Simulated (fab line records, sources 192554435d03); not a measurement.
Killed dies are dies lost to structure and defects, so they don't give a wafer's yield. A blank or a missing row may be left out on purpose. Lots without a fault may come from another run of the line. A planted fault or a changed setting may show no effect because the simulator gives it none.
Chamber matching | flow n5_finfet | N5_BEOL_M15_DEP_53 on pecvd-02: 3 sister chambers
The step deposits SiCN from 3MS/NH3, target thk 50 nm, time 17.8 s. 3 wafers are shown with their chamber, then 8 later ones without.

WAFERS WITH THEIR CHAMBER
wafer  | chamber | throttle_valve_pct (%)
L086.2 | 0       | 18.1
L086.3 | 2       | 16.9
L087.1 | 1       | 17.7

WAFERS WITHOUT THEIR CHAMBER
wafer  | throttle_valve_pct (%)
L087.2 | 17.0
L087.5 | 16.9
L090.1 | 17.1
L090.5 | 17.0
L090.6 | 17.9
L091.1 | 16.9
L091.2 | 17.9
L091.4 | 18.1

WHICH CHAMBER EACH WENT THROUGH
wafer  | from the rows above     | in truth
L087.2 | 2                       | 2
L087.5 | 2                       | 2
L090.1 | 2                       | 2
L090.5 | 2                       | 2
L090.6 | can't be placed: 1 or 0 | 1
L091.1 | 2                       | 2
L091.2 | can't be placed: 1 or 0 | 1
L091.4 | 0                       | 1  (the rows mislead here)
Placed correctly: 5 of 8. Can't be placed from these rows: 2 (the true chamber is among the candidates in 2). Placed wrongly: 1.
How it was worked out, from the rows above alone: a wafer's distance from a chamber is the root of the sum, over the readings, of the square of ((its reading less the chamber's mean) divided by the reading's scatter). The wafer belongs to the nearest chamber; if the next one is less than 2 further off, it can't be placed. A chamber's mean is the mean of its shown wafers. The scatter: with one shown wafer a chamber, the root of the mean of the squares of how far each hidden wafer lies from its nearest shown one.
